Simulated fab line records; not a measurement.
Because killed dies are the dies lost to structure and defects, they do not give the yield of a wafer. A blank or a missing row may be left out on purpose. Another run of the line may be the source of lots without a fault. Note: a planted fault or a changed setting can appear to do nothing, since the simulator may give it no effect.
A lot that was struck, set against a sound lot -- flow n5Finfet -- 36 out of 1938 route steps
Sound: these wafers, L922.1, L922.5, L922.6. Struck: wafers L931.5, L931.6 (left out: L931.3, a lot-mate that was not struck); the cause follows at the end.
At each step with rows: each side's tool, then ch and its chambers, then its first start. Under that, the readings that differ: sound wafers -- struck wafers -- difference of the means -- sigmas: that difference in standard deviations of wafers without a fault.
alike: same words and numbers on both sides, and readings whose means sit less than 2 such deviations apart. not compared: any withheld reading, any reading some wafer has no value for, any bound like >300 that may hide the same value, and any number with overlapping values for which the record gives no deviation.
A row with sigmas, a row that says differs or no value, or rows on one side alone: a step with any of these is where the two part. Numbers that don't overlap but have no deviation are shown without sigmas and don't part them. Lack of a reading on every wafer of one side parts them only where that side has two or more wafers.

first, 8 steps without rows for these wafers: N5_MOL_CONTACT_COAG_PRECLEAN_138 (cleans in alkaline clean, time 60 s); N5_MOL_CONTACT_COAG_SRD_139 (time 30 s); N5_MOL_CONTACT_COAG_PRE_CLEAN_121; N5_MOL_CONTACT_COAG_CVD_140 (deposits W, target thk 66.5 nm, time 215 s); N5_MOL_CONTACT_COAG_PRECLEAN_127 (cleans in DIW, time 57.5 s); N5_MOL_CONTACT_COAG_SRD_128 (dry time 32 s); N5_MOL_CONTACT_COAG_CMP_52 (polishes, stops on SiO2, t overpolish 1.5 s, target thk 66.5 nm); N5_MOL_CONTACT_COAG_ANNEAL_112 (time 1800 s).
N5_BEOL_M0_SAQP_PECVD_00: deposits SiCN from 3MS/NH3, target thk 8 nm, time 14 s.
  sound on pecvd-03 ch 0,1, day 6 12:50; struck on pecvd-03 ch 0,2, day 9 03:11
reading,sound,struck,difference,sigmas
model.SiCN_of_BEOL_M0_SAQP_PECVD_00.thkNm (nm),8 8.2 7.6,4.4 4.4,-3.5,
  alike: showerheadPlenumPTorr, showerheadVppV, throttleValvePct
then, 25 steps without rows for these wafers: N5_BEOL_M0_SAQP_ILD_DEP_01 (deposits SiOC from DEMS/O2, target thk 45.419 nm, time 8.7 s); N5_BEOL_M0_SAQP_HM_DEP_02 (deposits TiN, target thk 12 nm); N5_BEOL_M0_SAQP_PECVD_03 (deposits SiCN from 3MS/NH3, target thk 12 nm, time 21.1 s); N5_BEOL_M0_SAQP_PECVD_96 (deposits a-Si from SiH4/He, target thk 45 nm, time 45.2 s); N5_BEOL_M0_SAQP_PECVD_97 (deposits SiNx from SiH4/NH3/N2, target thk 23 nm, time 19.9 s); N5_BEOL_M0_SAQP_PECVD_04 (deposits a-Si from SiH4/He, target thk 60 nm, time 60.2 s); N5_BEOL_M0_SAQP_HM_DEP_111 (deposits SiO2 from SiH4/N2O, target thk 12 nm, time 7.2 s); N5_BEOL_M0_SAQP_COAT_81 (time 60 s, resist thk 100 nm); N5_BEOL_M0_SAQP_COAT_82 (time 60 s, resist thk 30 nm); N5_BEOL_M0_SAQP_COAT_08 (resist thk 90 nm); N5_BEOL_M0_SAQP_EBR_10; N5_BEOL_M0_SAQP_SOFTBAKE_09 (time 60 s); N5_BEOL_M0_SAQP_EXPOSE_11 (exposes mask M0 CORE, target cd 42 nm); N5_BEOL_M0_SAQP_PEB_12 (peb time 60 s); N5_BEOL_M0_SAQP_DEVELOP_13 (develop time 30 s); N5_BEOL_M0_SAQP_DESCUM_19 (chemistry O2, time 7.9 s); N5_BEOL_M0_SAQP_ETCH_83 (etches SiARC in CF4, target depth 39 nm, time 65 s); N5_BEOL_M0_SAQP_ETCH_84 (etches SOC in N2/H2, target depth 100 nm, overetch 20 nm, time 150 s); N5_BEOL_M0_SAQP_STRIP_80 (strips in N2/H2); N5_BEOL_M0_SAQP_HM_OPEN_112 (chemistry CHF3/O2, target SiO2, stops on a-Si, target depth 12 nm, time 13.5 s); N5_BEOL_M0_SAQP_STRIP_113 (strips in CHF3/O2); N5_BEOL_M0_SAQP_MANDREL_ETCH_20 (etches a-Si in HBr/Cl2, stops on SiNx, target depth 60 nm, bt time 10 s, time 30 s); N5_BEOL_M0_SAQP_STRIP_86 (strips in N2/H2); N5_BEOL_M0_SAQP_STRIP_115 (strips in post etch residue remover, time 60 s); N5_BEOL_M0_SAQP_SRD_93 (time 30 s).
N5_BEOL_M0_ETCH_109: etches SiCN in CH3F/O2, target depth 8 nm, overetch 2.4 nm, time 27.4 s.
  sound on rieDiel-05 ch 1,2,3, day 6 22:17; struck on rieDiel-01 ch 0,1, day 9 12:29
reading,sound,struck,difference,sigmas
model.etch.depthNm (nm),7.92 8.168 7.604,4.3 4.308,-3.6,
  alike: drypumpMotorCurrentA, oesProductAu, rfVppV, showerheadPlenumPTorr, throttleValvePct
  not compared: rfHoursCounterH
-- record jumps: 2 days separate the struck wafers' starts on either side; left off in module BEOL_M0, taken up again in module BEOL_M4, whose first shown step is the route's number 1111 --
N5_BEOL_M4_RC_MEAS_101:
  sound on prober-01 ch 0, day 9 03:53; struck on prober-01 ch 0, day 11 12:44
  alike: DIBL_N, DIBL_P, IOFF_N, IOFF_P, ION_N, ION_P, SS_N, SS_P, VT_N, VT_P

## WHERE THEY PART
Nowhere in this record.

WHY: what had been put in by the simulator
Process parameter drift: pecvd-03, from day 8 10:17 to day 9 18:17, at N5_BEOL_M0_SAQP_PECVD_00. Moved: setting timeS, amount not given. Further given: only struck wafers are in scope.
